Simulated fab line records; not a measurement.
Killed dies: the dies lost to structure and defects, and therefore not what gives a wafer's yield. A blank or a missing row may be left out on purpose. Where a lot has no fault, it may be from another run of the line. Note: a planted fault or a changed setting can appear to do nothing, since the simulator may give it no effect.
Chamber matching	flow n5 finfet	rie diel-02 running N5_BEOL_M10_ETCH_66: 4 sister chambers
The step etches SOC in N2/H2, target depth 120 nm, overetch 24 nm, time 180 s. 16 wafers are shown with their chamber, then 8 later ones without.

## WAFERS, EACH WITH ITS CHAMBER
wafer	chamber	drypump motor current A (A)	showerhead plenum p Torr (Torr)	throttle valve pct (%)
L075.1	1	5.0	2.69	17.89
L075.4	2	6.4	2.65	17.52
L075.6	1	5.0	2.69	17.88
L079.1	0	4.9	2.55	17.92
L079.2	2	6.3	2.65	17.54
L079.3	1	5.0	2.68	17.92
L078.2	2	6.3	2.65	17.55
L078.4	3	5.2	2.56	18.01
L078.5	1	5.0	2.68	17.91
L085.1	1	5.0	2.67	17.93
L085.2	2	6.4	2.64	17.56
L085.3	3	5.2	2.55	18.03
L087.2	2	6.4	2.64	17.57
L087.3	1	5.0	2.67	17.95
L087.4	0	4.9	2.54	17.97
L094.2	0	4.9	2.53	18.00

SIGNATURES (averages over the wafers above)
reading	chamber 0	chamber 1	chamber 2	chamber 3	scatter within a chamber
drypump motor current A	4.900	5.000	6.360	5.200	0.0316
showerhead plenum p Torr	2.5400	2.6800	2.6460	2.5550	0.00801
throttle valve pct	17.9633	17.9133	17.5480	18.0200	0.0263
Rule: a wafer's distance from a chamber is the root of the sum, over the readings, of the square of ((its reading less the chamber's mean) divided by the reading's scatter). The wafer belongs to the nearest chamber; if the next one is less than 2 further off, it can't be placed. The scatter: the root of (the sum of the squares of (reading less its chamber's mean) over the shown wafers, divided by (wafers less chambers)).

## WAFERS WHOSE CHAMBER IS MISSING
wafer	drypump motor current A (A)	showerhead plenum p Torr (Torr)	throttle valve pct (%)
L094.3	6.3	2.64	17.60
L094.5	5.2	2.54	18.07
L096.1	4.9	2.53	18.00
L096.4	6.4	2.63	17.62
L096.6	4.9	2.53	18.01
L097.2	5.0	2.66	18.00
L097.5	5.2	2.54	18.10
L097.6	6.4	2.63	17.63

## WHICH CHAMBER EACH WENT THROUGH
wafer	from the rows above	in truth
L094.3	2	2
L094.5	3	3
L096.1	0	0
L096.4	2	2
L096.6	0	0
L097.2	1	1
L097.5	3	3
L097.6	2	2
Placed correctly: 8 of 8. Number that these rows cannot place: 0. Placed wrongly: 0.
